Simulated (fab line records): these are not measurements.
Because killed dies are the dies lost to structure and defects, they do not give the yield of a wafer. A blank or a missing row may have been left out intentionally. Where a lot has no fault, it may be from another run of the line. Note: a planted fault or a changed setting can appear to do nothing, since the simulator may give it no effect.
fab line records -- flow nand-harc
[record] lots = 7, wafers = 15, last-day = 32
route steps=1302 shown P_M1@287 END@1302
lots with no fault: from the same line, run without faults
start-h: the number of hours between the record's first day and the start of the first shown wafer of the lot -- wait-h: hours from the lot's prior step to this one -- " identical to the entry in the row above -- L1.1+2: a row that stands for several wafers -- - no value, or no start was given -- * or withheld: withheld -- < > ~ a bound
route shown NAME@n: a module of which the file shows steps, and the number in the route of the first -- usual: mean/standard deviation taken from wafers without a fault -- same: alike in all rows -- chamber/n: place in a boat -- sites: each site's reading -- _std_site: the values' standard deviation -- _edge_site: mean of outer sites minus mean of inner sites -- radius-mm: how far each site lies from the wafer's centre -- mask NAME#n: copy n -- behind: tool/chamber where the wafer was last shaped -- hold: reason for holding the lot/hours on hold/outcome of the hold -- device: transistor that didn't switch, given as n, p or np -- end of line: tests run on the same wafers once the route is complete -- a step given without rows: its recipe and nothing more -- killed: the dies lost at the first sort to structure and to defects; this is not the yield of the wafer -- map: a wafer's dies, marking killed ones x, the rest . and places with no die _
set.NAME: the setting as run; set.NAME@STEP: as run at that earlier step -- model.NAME: the simulator's own value behind a step, which no gauge read
certain route steps with their lots: each step a table, each wafer a row
services: a tool's chamber out of use, with start hour (start-h, from the record's first day; less than 0 if before it), hours out, and reason
[[steps]]
[step NHARC_P_M1_HMDS_02]
[recipe] time-s = 30
[step NHARC_P_M1_COAT_34]
[recipe] temp-c = 200, time-s = 65
[step NHARC_P_M1_COAT_03]
[recipe] spin-rpm = 1500, resist-thk-nm = 90
[step NHARC_P_M1_SOFTBAKE_04]
[recipe] temp-c = 105, time-s = 55
[step NHARC_P_M1_EBR_05]
[step NHARC_P_M1_EXPOSE_06]
[recipe] na = 1.35, target-cd-nm = 130, dose-mj = 81.88, mask-id = P_M1
[step NHARC_P_M1_PEB_07]
[recipe] peb-temp-c = 100, peb-time-s = 65
[step NHARC_P_M1_DEVELOP_08]
[recipe] develop-time-s = 35, dev-temp-c = 23
[step NHARC_P_M1_CD_MEAS_09]
[recipe] target-cd-nm = 130, landing-energy-ev = 500
[usual] cd-nm = 129.9/0.89
lot.wafer,tool,chamber,start-h,wait-h,cd-nm
L311.1,cd-sem-02,0,180.07,-,128.6
L314.4,cd-sem-03,0,201.77,-,128.7
L313.3,cd-sem-03,0,202.85,-,130.0
L321.2,cd-sem-03,0,284.39,-,131.2
L321.3,cd-sem-03,0,284.39,-,130.0
L321.5,cd-sem-03,0,284.39,-,130.0
L322.3,cd-sem-03,0,286.77,-,129.6
L322.4,cd-sem-03,0,286.77,-,130.5
L322.6,cd-sem-03,0,286.77,-,130.4
L323.1,cd-sem-03,0,297.83,-,131.0
L323.3,cd-sem-03,0,297.83,-,130.7
L323.4,cd-sem-03,0,297.83,-,130.3
L326.2,cd-sem-02,0,325.11,-,129.8
L326.3,cd-sem-02,0,325.11,-,130.7
L326.4,cd-sem-02,0,325.11,-,130.8
[step NHARC_P_M1_OVL_MEAS_10]
[recipe] pitch-nm = 260
[usual] overlay-x-nm = -0.1/0.73, overlay-y-nm = 0.2/0.62
lot.wafer,tool,chamber,start-h,wait-h,overlay-x-nm,overlay-y-nm
L311.1,overlay-02,-,180.15,-,0.4,-0.1
L314.4,overlay-02,-,201.85,-,-0.6,1.1
L313.3,overlay-01,-,202.93,-,-0.3,0.8
L321.2,overlay-01,-,284.48,-,-0.4,0.4
L321.3,overlay-01,-,284.48,-,-1.1,-0.2
L321.5,overlay-01,-,284.48,-,-1.2,0.1
L322.3,overlay-01,-,286.85,-,-0.8,0.5
L322.4,overlay-01,-,286.85,-,-0.6,0.1
L322.6,overlay-01,-,286.85,-,-0.5,0.4
L323.1,overlay-02,-,297.92,-,-0.9,-0.3
L323.3,overlay-02,-,297.92,-,-0.4,-0.4
L323.4,overlay-02,-,297.92,-,-1.2,0.4
L326.2,overlay-02,-,325.19,-,0.3,0.1
L326.3,overlay-02,-,325.19,-,0.5,0.1
L326.4,overlay-02,-,325.19,-,0.7,-0.4
[step NHARC_P_M1_INSPECT_11]
[usual] raw-defect-count = 5/3.2
lot.wafer,tool,chamber,start-h,wait-h,raw-defect-count
L311.1,defect-inspect-02,-,180.19,0.0,4
L314.4,defect-inspect-02,-,201.88,0.0,3
L313.3,defect-inspect-01,-,202.97,0.0,4
L321.2,defect-inspect-02,-,284.51,0.0,4
L321.3,defect-inspect-02,-,284.51,0.0,3
L321.5,defect-inspect-02,-,284.51,0.0,1
L322.3,defect-inspect-01,-,286.89,0.0,5
L322.4,defect-inspect-01,-,286.89,0.0,6
L322.6,defect-inspect-01,-,286.89,0.0,7
L323.1,defect-inspect-02,-,297.95,0.0,5
L323.3,defect-inspect-02,-,297.95,0.0,4
L323.4,defect-inspect-02,-,297.95,0.0,5
L326.2,defect-inspect-01,-,325.23,0.0,9
L326.3,defect-inspect-01,-,325.23,0.0,9
L326.4,defect-inspect-01,-,325.23,0.0,9
[step NHARC_P_M1_DESCUM_14]
[recipe] time-s = 3, o2-flow-sccm = 200, ar-flow-sccm = 0, bias-power-w = 0, chemistry = O2
[usual] chamber-pressure-mTorr = 60.00/0.054, drypump-motor-current-A = 5.5/0.51, oes-product-au = 1.001/0.011, rf-vpp-V = 57.6/1, showerhead-plenum-p-Torr = 1.85/0.079, throttle-valve-pct = 11.311/0.0093
lot.wafer,tool,chamber,start-h,wait-h,chamber-pressure-mTorr,drypump-motor-current-A,oes-product-au,rf-hours-counter-h,rf-vpp-V,showerhead-plenum-p-Torr,throttle-valve-pct
L311.1,rie-diel-07,2,180.25,0.1,59.99,5.1,1.008,3,57.6,1.78,11.306
L314.4,rie-diel-07,3,201.94,0.1,60.03,5.0,0.995,4,55.7,1.82,11.307
L313.3,rie-diel-07,2,203.03,0.1,59.88,5.1,1.022,4,56.1,1.78,11.317
L321.2,rie-diel-11,0,284.59,0.1,60.01,6.8,1.003,3,56.5,1.80,11.313
L321.3,rie-diel-11,1,284.59,0.1,60.03,6.1,1.007,3,58.0,2.03,11.317
L321.5,rie-diel-11,3,284.59,0.1,60.00,6.4,0.969,-,59.2,1.95,11.322
L322.3,rie-diel-07,3,286.95,0.1,59.96,5.0,0.995,10,58.2,1.82,11.313
L322.4,rie-diel-07,1,286.95,0.1,59.92,5.1,1.008,10,56.4,1.79,11.302
L322.6,rie-diel-07,3,286.95,0.1,60.07,5.1,0.997,-,57.8,1.82,11.311
L323.3,rie-diel-04,2,298.01,0.1,60.04,5.6,0.994,34,58.7,1.86,11.314
L323.1,rie-diel-04,0,298.01,0.1,59.92,5.5,0.992,37,58.7,1.94,11.320
L323.4,rie-diel-04,1,298.01,0.1,60.07,6.1,1.004,31,57.1,1.84,11.314
L326.4,rie-diel-07,0,325.29,0.1,60.04,5.7,1.003,1,57.8,1.86,11.313
L326.3,rie-diel-07,1,325.29,0.1,59.99,5.1,1.006,1,57.0,1.79,11.306
L326.2,rie-diel-07,2,325.29,0.1,60.03,5.1,0.999,2,57.6,1.78,11.297
[step NHARC_P_M1_ETCH_35]
[recipe] target-depth-a = 400, overetch-a = 120, time-s = 43.94, ion-energy-ev = 200, n2-flow-sccm = 150, h2-flow-sccm = 150, ar-flow-sccm = 0, rf-w = 400, bias-w = 150, chemistry = N2/H2
[usual] chamber-pressure-mTorr = 29.997/0.024, drypump-motor-current-A = 5.5/0.52, n2-flow-sccm = 150.0/0.42, oes-product-au = 1.001/0.011, rf-fwd-power-W = 394.8/1.6, rf-vpp-V = 428.6/2.6, showerhead-plenum-p-Torr = 1.97/0.088, throttle-valve-pct = 14.170/0.0079
lot.wafer,tool,chamber,start-h,wait-h,chamber-pressure-mTorr,drypump-motor-current-A,n2-flow-sccm,oes-product-au,rf-fwd-power-W,rf-hours-counter-h,rf-vpp-V,showerhead-plenum-p-Torr,throttle-valve-pct
L311.1,rie-diel-07,3,180.34,0.1,30.015,5.0,150.9,1.010,393.1,3,426.0,1.94,14.158
L314.4,rie-diel-07,3,202.04,0.1,29.966,5.0,150.0,0.992,395.9,4,429.3,1.94,14.169
L313.3,rie-diel-07,3,203.12,0.1,30.026,5.0,150.3,0.997,395.9,4,428.0,1.94,14.169
L321.3,rie-diel-11,1,284.66,0.1,29.976,6.0,149.7,0.994,393.4,3,433.1,2.17,14.172
L321.2,rie-diel-11,2,284.66,0.1,30.010,5.4,150.2,0.982,396.5,3,431.4,2.11,14.165
L321.5,rie-diel-11,1,284.66,0.1,30.024,6.0,149.7,0.998,393.9,-,433.2,2.17,14.171
L322.4,rie-diel-07,2,287.03,0.1,30.015,5.1,149.3,1.008,395.4,8,426.1,1.89,14.172
L322.3,rie-diel-07,0,287.03,0.1,29.973,5.7,150.3,1.016,393.4,10,430.4,1.98,14.165
L322.6,rie-diel-07,3,287.03,0.1,30.007,5.1,150.3,0.996,393.4,-,427.7,1.94,14.175
L323.4,rie-diel-04,3,298.10,0.1,30.005,6.2,149.8,0.987,393.6,40,435.4,2.20,14.172
L323.1,rie-diel-04,0,298.10,0.1,30.005,5.5,150.7,0.987,394.3,37,431.2,2.07,14.164
L323.3,rie-diel-04,2,298.10,0.1,29.986,5.5,150.0,1.000,391.6,34,430.2,1.98,14.165
L326.2,rie-diel-07,3,325.37,0.1,30.005,5.1,149.7,0.997,392.6,2,426.5,1.94,14.169
L326.4,rie-diel-07,0,325.37,0.1,29.964,5.7,149.9,1.014,394.1,1,429.7,1.98,14.170
L326.3,rie-diel-07,2,325.37,0.1,29.963,5.1,150.1,1.010,394.0,2,426.8,1.89,14.183
[step NHARC_P_M1_ETCH_15]
[recipe] target-depth-a = 1825, time-s = 91.2, c4f8-flow-sccm = withheld, ar-flow-sccm = 400, rf-w = 600, bias-w = 300, chemistry = C4F8/Ar
[step NHARC_P_M1_CD_MEAS_16]
[usual] cd-nm = 130.2/1.2
lot.wafer,tool,chamber,start-h,wait-h,cd-nm
L311.1,cd-sem-02,-,180.56,-,128.2
L314.4,cd-sem-03,-,202.25,-,127.9
L313.3,cd-sem-03,-,203.34,-,129.8
L321.2,cd-sem-01,-,284.88,-,131.3
L321.3,cd-sem-01,-,284.88,-,130.7
L321.5,cd-sem-01,-,284.88,-,131.8
L322.3,cd-sem-03,-,287.26,-,128.1
L322.4,cd-sem-03,-,287.26,-,130.4
L322.6,cd-sem-03,-,287.26,-,128.8
L323.1,cd-sem-01,-,298.32,-,131.3
L323.3,cd-sem-01,-,298.32,-,132.3
L323.4,cd-sem-01,-,298.32,-,130.4
L326.2,cd-sem-01,-,325.59,-,130.3
L326.3,cd-sem-01,-,325.59,-,131.5
L326.4,cd-sem-01,-,325.59,-,132.3
[step NHARC_P_M1_STRIP_18]
[recipe] power-w = 1000, n2-flow-sccm = 150, h2-flow-sccm = 150, ar-flow-sccm = 0, bias-w = 0, chemistry = N2/H2
[usual] chamber-pressure-mTorr = 30.000/0.029, drypump-motor-current-A = 5.7/0.57, n2-flow-sccm = 150.0/0.41, oes-product-au = 0.997/0.013, rf-fwd-power-W = 997/3.2, rf-vpp-V = 90.6/0.97, showerhead-plenum-p-Torr = 2.02/0.1, throttle-valve-pct = 14.171/0.0086
lot.wafer,tool,chamber,start-h,wait-h,chamber-pressure-mTorr,drypump-motor-current-A,n2-flow-sccm,oes-product-au,rf-fwd-power-W,rf-hours-counter-h,rf-vpp-V,showerhead-plenum-p-Torr,throttle-valve-pct
L311.1,rie-diel-11,2,180.67,0.1,29.990,5.4,149.6,0.994,996,9,91.0,2.12,14.176
L314.4,rie-diel-07,1,202.37,0.1,30.036,5.1,151.0,0.996,993,4,89.8,1.91,14.172
L313.3,rie-diel-11,0,203.43,0.1,30.032,6.8,149.9,1.002,997,8,91.3,1.91,14.166
L321.3,rie-diel-11,0,284.95,0.1,30.035,6.7,150.3,1.000,996,3,89.6,1.91,14.169
L321.2,rie-diel-11,2,284.95,0.1,29.964,5.4,150.2,0.985,1003,3,89.9,2.11,14.174
L321.5,rie-diel-11,1,284.95,0.1,30.034,6.0,149.9,0.995,998,-,92.3,2.17,14.169
L322.4,rie-diel-07,1,287.35,0.1,29.984,5.2,150.2,1.005,991,10,90.5,1.91,14.165
L322.3,rie-diel-07,3,287.35,0.1,29.973,5.0,149.6,1.000,995,10,90.3,1.94,14.167
L322.6,rie-diel-07,1,287.35,0.1,30.028,5.1,149.8,1.000,998,-,90.8,1.91,14.159
L323.1,rie-diel-11,3,298.42,0.1,30.020,6.4,149.4,0.976,992,5,90.8,2.08,14.185
L323.3,rie-diel-11,0,298.42,0.1,29.964,6.8,150.2,1.001,995,5,90.9,1.91,14.174
L323.4,rie-diel-11,1,298.42,0.1,29.997,6.0,149.0,0.995,1003,5,90.4,2.17,14.163
L326.4,rie-diel-07,0,325.67,0.1,29.986,5.7,150.3,1.003,999,1,88.2,1.98,14.174
L326.2,rie-diel-07,1,325.67,0.1,30.048,5.2,149.4,1.004,1001,2,89.6,1.91,14.183
L326.3,rie-diel-07,3,325.67,0.1,30.037,5.1,149.9,1.018,1000,2,89.1,1.94,14.170
[step NHARC_P_M1_ETCH_28]
[recipe] target-depth-a = 300, over-etch-frac = 0.3, time-s = 72.99, ion-energy-ev = 150, cf4-flow-sccm = 50, n2-flow-sccm = 100, ar-flow-sccm = 150, rf-w = 300, bias-w = 100, chemistry = CF4/N2
[step NHARC_P_M1_STRIP_19]
[recipe] time-s = 600, temp-c = 30, chemistry = post-etch-residue-remover
[step NHARC_P_M1_DEGAS_29]
[recipe] temp-c = 250, time-s = 60
[step NHARC_P_M1_PRE_CLEAN_30]
[recipe] time-s = 30, temp-c = 280, gas = H2/He
[step NHARC_P_M1_PVD_20]
[recipe] target-thk-a = 50, bias-v = 168.6, power-w = 15000, chamber-pressure-pa = 0.12, time-s = 8.06, substrate-temp-c = 50, material = TaN
[usual] substrate-temp-c = 50.00/0.11, throttle-valve-pct = 29.9/1.3
lot.wafer,tool,chamber,start-h,wait-h,substrate-temp-c,throttle-valve-pct
L311.1,pvd-sputter-01,-,-,-,50.08,32.0
L314.4,pvd-sputter-03,-,-,-,49.93,27.8
L313.3,pvd-sputter-02,-,-,-,49.94,30.9
L321.3,pvd-sputter-01,-,-,-,49.73,29.8
L321.2,pvd-sputter-01,-,-,-,50.01,32.0
L321.5,pvd-sputter-01,-,-,-,49.88,29.9
L322.4,pvd-sputter-01,-,-,-,49.99,31.6
L322.3,pvd-sputter-01,-,-,-,50.14,29.5
L322.6,pvd-sputter-01,-,-,-,49.98,26.7
L323.1,pvd-sputter-01,-,-,-,49.89,26.5
L323.3,pvd-sputter-01,-,-,-,50.15,31.9
L323.4,pvd-sputter-01,-,-,-,50.06,29.8
L326.4,pvd-sputter-02,-,-,-,49.86,29.7
L326.2,pvd-sputter-02,-,-,-,49.90,31.0
L326.3,pvd-sputter-02,-,-,-,49.99,30.3
[step NHARC_P_M1_PVD_21]
[recipe] target-thk-a = 300, chamber-pressure-pa = 5, power-w = 5000, substrate-temp-c = 30, time-s = 20.49, material = Cu
[step NHARC_P_M1_ECD_22]
[recipe] target-thk-a = 4000, bath-temp-c = 25, material = Cu
[step NHARC_P_M1_ANNEAL_31]
[recipe] temp-c = 225, time-s = 90
[usual] wafer_temp_C_max = 225.88/0.25
lot.wafer,tool,chamber,start-h,wait-h,wafer_temp_C_max
L311.1,rtp-anneal-01,0,182.08,0.3,226.60
L314.4,rtp-anneal-02,0,203.86,0.3,225.68
L313.3,rtp-anneal-01,0,204.91,-,226.00
L321.2,rtp-anneal-02,0,286.38,0.4,225.77
L321.3,rtp-anneal-02,0,286.38,0.4,225.72
L321.5,rtp-anneal-02,0,286.38,0.4,225.92
L322.3,rtp-anneal-01,0,288.80,-,225.50
L322.4,rtp-anneal-01,0,288.80,-,225.92
L322.6,rtp-anneal-01,0,288.80,-,225.92
L323.1,rtp-anneal-01,0,299.77,-,225.91
L323.3,rtp-anneal-01,0,299.77,-,225.87
L323.4,rtp-anneal-01,0,299.77,-,225.85
L326.2,rtp-anneal-02,0,327.10,0.3,225.90
L326.3,rtp-anneal-02,0,327.10,0.3,226.14
L326.4,rtp-anneal-02,0,327.10,0.3,226.12
[step NHARC_P_M1_CMP_23]
[recipe] t-overpolish-s = 20, target-thk-nm = 157.82
[usual] motor-current-A = 12.7/1.7, retaining-ring-pressure-frac = 1.000/0.005, slurry-flow-ml-min = 150.0/0.49, time-to-endpoint-s = 27/3.4
lot.wafer,tool,chamber,start-h,wait-h,motor-current-A,retaining-ring-pressure-frac,slurry-flow-ml-min,time-to-endpoint-s
L311.1,cmp-03,3,182.51,-,12.5,1.001,149.2,23
L314.4,cmp-03,1,204.05,-,12.3,0.999,151.0,24
L313.3,cmp-04,0,205.15,-,10.6,1.010,149.7,25
L321.3,cmp-03,1,286.68,-,13.4,0.994,150.4,24
L321.2,cmp-03,0,286.68,-,11.9,0.999,150.2,24
L321.5,cmp-03,1,286.68,-,12.5,1.004,149.7,27
L322.4,cmp-04,0,289.10,-,10.4,1.001,150.0,21
L322.3,cmp-04,1,289.10,-,16.4,0.996,150.5,23
L322.6,cmp-04,3,289.10,-,11.7,1.004,149.8,22
L323.4,cmp-01,0,300.18,-,12.4,1.004,149.5,29
L323.1,cmp-01,1,300.18,-,11.3,1.001,149.3,36
L323.3,cmp-01,2,300.18,-,12.5,1.004,150.1,28
L326.4,cmp-03,0,327.51,-,12.3,0.998,150.0,29
L326.2,cmp-03,1,327.51,-,12.6,0.995,150.1,26
L326.3,cmp-03,2,327.51,-,12.2,1.002,149.7,30
[step NHARC_P_M1_THK_MEAS_24]
[recipe] thk-meas-gauge = xrf
[usual] thk-nm = 157.3/1.8
lot.wafer,tool,chamber,start-h,wait-h,thk-nm
L311.1,film-metro-02,-,182.74,-,153.2
L314.4,film-metro-01,-,204.37,-,157.0
L313.3,film-metro-01,-,205.47,-,158.8
L321.2,film-metro-01,-,286.99,-,158.6
L321.3,film-metro-01,-,286.99,-,157.5
L321.5,film-metro-01,-,286.99,-,156.0
L322.3,film-metro-01,-,289.36,-,154.4
L322.4,film-metro-01,-,289.36,-,155.2
L322.6,film-metro-01,-,289.36,-,154.5
L323.1,film-metro-01,-,300.48,-,158.8
L323.3,film-metro-01,-,300.48,-,158.1
L323.4,film-metro-01,-,300.48,-,157.6
L326.2,film-metro-02,-,327.83,-,156.7
L326.3,film-metro-02,-,327.83,-,159.7
L326.4,film-metro-02,-,327.83,-,158.0
[step NHARC_P_M1_SRD_25]
[step NHARC_END_SORT_01]
[recipe] temp-c = 25
[usual] defect-limited-yield = 91/3, killed-at-array = 56/20, killed-at-other = 0.9/1.1, killed-at-periphery = 3.7/3, killed-dies = 61/21, killed-open = 2.9/1.6, killed-short = 2.6/1.4
[same] gross-dies = 677
lot.wafer,tool,chamber,start-h,wait-h,defect-limited-yield[%],killed-at-array,killed-at-other,killed-at-periphery,killed-dies,killed-open,killed-short
L311.1,prober-01,0,614.94,2.5,88,42,1,36,79,3,3
L313.3,prober-02,0,641.69,3.1,84,71,1,35,107,1,4
L314.4,prober-01,0,642.47,3.4,87,55,0,36,91,3,3
L322.3,prober-01,0,719.63,3.1,89,69,4,3,76,1,2
L322.4,prober-01,0,720.43,3.4,87,77,3,9,89,4,6
L322.6,prober-01,0,722.05,4.0,88,75,3,4,82,0,3
L321.2,prober-02,0,725.63,2.8,94,34,0,4,38,5,4
L321.3,prober-02,0,726.42,3.1,95,32,0,2,34,4,0
L321.5,prober-02,0,728.00,3.7,93,48,0,2,50,4,2
// killed by level:class
L311.1 P_M1:unspecified=34 A_SLIT:chamber-film-flake=24 A_CHANNEL_HOLE_D2:chamber-film-flake=9 A_CHANNEL_FILL_D1:geometric-particle:short=2 A_CHANNEL_FILL_D2:geometric-particle:open=2 A_CONTACT:chamber-film-flake=2 P_STI:geometric-particle:short=1 A_CHANNEL_FILL_D1:geometric-particle:open=1
L313.3 P_M1:unspecified=35 A_SLIT:chamber-film-flake=32 A_CHANNEL_HOLE_D2:chamber-film-flake=20 A_CHANNEL_HOLE_D1:chamber-film-flake=11 A_CHANNEL_FILL_D2:chamber-film-flake=3 A_SOURCE_PLATE:geometric-particle:short=1 A_ONON_D2:geometric-particle:short=1 A_CHANNEL_FILL_D2:geometric-particle:short=1
L314.4 P_M1:unspecified=33 A_CONTACT:chamber-film-flake=21 A_CHANNEL_HOLE_D2:chamber-film-flake=20 A_CHANNEL_HOLE_D1:chamber-film-flake=5 A_SGD_CUT:chamber-film-flake=2 P_GATE:geometric-particle:short=1 P_M0:geometric-particle:open=1 A_CHANNEL_FILL_D1:geometric-particle:short=1
L322.3 A_SLIT:chamber-film-flake=28 A_CHANNEL_HOLE_D2:chamber-film-flake=22 A_STAIRCASE:chamber-film-flake=7 A_CHANNEL_HOLE_D1:chamber-film-flake=3 THIN_TSV:chamber-film-flake=3 A_WL_FILL:chamber-film-flake=2 A_CONTACT:chamber-film-flake=2 A_M0:chamber-film-flake=2
L322.4 A_CHANNEL_HOLE_D2:chamber-film-flake=29 A_SLIT:chamber-film-flake=23 A_CHANNEL_HOLE_D1:chamber-film-flake=8 P_GATE:chamber-film-flake=3 P_M2:chamber-film-flake=3 A_STAIRCASE:chamber-film-flake=3 P_CONTACT:chamber-film-flake=2 A_DECK1_JOINT:chamber-film-flake=2
L322.6 A_SLIT:chamber-film-flake=34 A_CHANNEL_HOLE_D2:chamber-film-flake=21 A_CHANNEL_HOLE_D1:chamber-film-flake=7 A_STAIRCASE:chamber-film-flake=4 THIN_TSV:chamber-film-flake=3 P_CONTACT:chamber-film-flake=2 P_M2:chamber-film-flake=2 A_CONTACT:chamber-film-flake=2
L321.2 A_CHANNEL_HOLE_D1:chamber-film-flake=16 A_DECK1_JOINT:chamber-film-flake=3 A_STAIRCASE:chamber-film-flake=3 P_CONTACT:geometric-particle:open=2 A_SLIT:chamber-film-flake=2 A_CHANNEL_FILL_D1:geometric-particle:short=1 A_DECK1_JOINT:geometric-particle:short=1 A_CHANNEL_FILL_D2:geometric-particle:short=1
L321.3 A_CHANNEL_HOLE_D1:chamber-film-flake=21 A_STAIRCASE:chamber-film-flake=3 P_CONTACT:geometric-particle:open=1 A_ONON_D2:geometric-particle:open=1 A_SLIT:geometric-particle:open=1 A_BLC:geometric-particle:open=1 P_ZERO_WELL:chamber-film-flake=1 A_DECK1_JOINT:chamber-film-flake=1
L321.5 A_CHANNEL_HOLE_D1:chamber-film-flake=36 A_CONTACT:chamber-film-flake=4 A_STAIRCASE:chamber-film-flake=2 P_GATE:geometric-particle:open=1 P_M0:geometric-particle:short=1 A_SOURCE_PLATE:geometric-particle:short=1 A_CHANNEL_FILL_D1:geometric-particle:open=1 A_DECK1_JOINT:geometric-particle:open=1
// map L311.1 (x killed, . not)
____________.____________
_________......._________
_______xx........._______
______xxx..........______
_____xxx............_____
____xxxx.x...........____
____xxxxx............____
___xxxxx..............___
___xxxx...............___
__x.xxx................__
__x.x..................__
_x......................_
_......................._
_......................._
_......................._
_.............x........._
.........................
.........................
.............x........x..
..........x..............
.........................
_......................._
_...x...x...x..........._
_..........x.....x......_
_.............x....x...._
_...............xx......_
__............xxxx.....__
__...........xxx.x.x...__
___............xxxxxx.___
___............xxxxx..___
____...........xxx...____
____..x.......xxxx...____
_____.........x.x.x._____
______...........x.______
_______..........._______
_________......._________
____________.____________
// map L313.3 (x killed, . not)
____________.____________
_________......._________
_______xxx........_______
______xxx..........______
_____xxxxx.x........_____
____xxxxx............____
____xxxxx............____
___xxxxx..x...........___
___xxxxx...x.x........___
__..xx.x....xx....x....__
__.x..x....xxx.........__
_.........x.xx.........._
_..x.......xxxx........._
_........x.xxxxxx......._
_.........x.xxx........._
_.........x.x..........._
.........x.xx.x..........
.........................
.........................
......................x..
......................x..
_...................x..._
_......................._
_.................x....._
_..........x............_
_......................x_
__.....................__
__.............x.x.....__
___.............x.....___
___.............xx....___
____...........x.x...____
____..........xx.xx.x____
_____.........xxxxx._____
______........xxxxx______
_______......xxxxx_______
_________...xx.x_________
____________.____________
[[services]]
tool,chamber,start-h,hours,kind
rie-diel-11,0,158.18,23.2,repair
rie-diel-04,-,161.00,1.7,repair
cmp-03,-,162.00,4.0,pm
rie-diel-11,3,163.94,6.1,repair
rie-diel-07,3,166.27,5.3,repair
pvd-sputter-01,-,167.06,6.9,repair
rie-diel-04,-,177.90,9.0,pm
cmp-01,-,185.50,4.0,pm
cmp-03,-,197.96,3.4,repair
cmp-04,-,206.27,2.0,repair
cmp-01,-,228.26,3.5,repair
rie-diel-07,2,251.99,1.2,repair
rie-diel-11,-,255.50,9.0,pm
rie-diel-07,2,259.90,5.3,repair
cmp-03,-,260.00,4.0,pm
cmp-04,-,267.03,0.7,repair
cmp-01,-,269.41,2.0,repair
pvd-sputter-01,-,274.89,10.0,pm
cmp-01,-,275.09,4.0,repair
pvd-sputter-02,-,282.00,10.0,pm
rie-diel-07,3,288.87,4.6,repair
rie-diel-07,-,294.20,9.0,pm
cmp-03,-,294.65,6.3,repair
cmp-04,-,307.07,4.0,pm
[[key]]
[first-sign] step = NHARC_END_SORT_01, reading = killed-at-periphery, direction = up, sigmas = 11, usual = 3.7, struck = 35.7
[more-kills-born-at] NHARC_P_M1_ETCH_35@rie-diel-07 = 102
met-at NHARC_P_M1_ETCH_35
struck-wafers L311.1,L313.3,L314.4
[fault] kind = chamber-particle-source, tool = rie-diel-07, chamber = 3, onset-h = 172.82, steps = NHARC_P_M1_ETCH_35, rate-per-visit-cm2 = 1.1289, end-h = 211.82
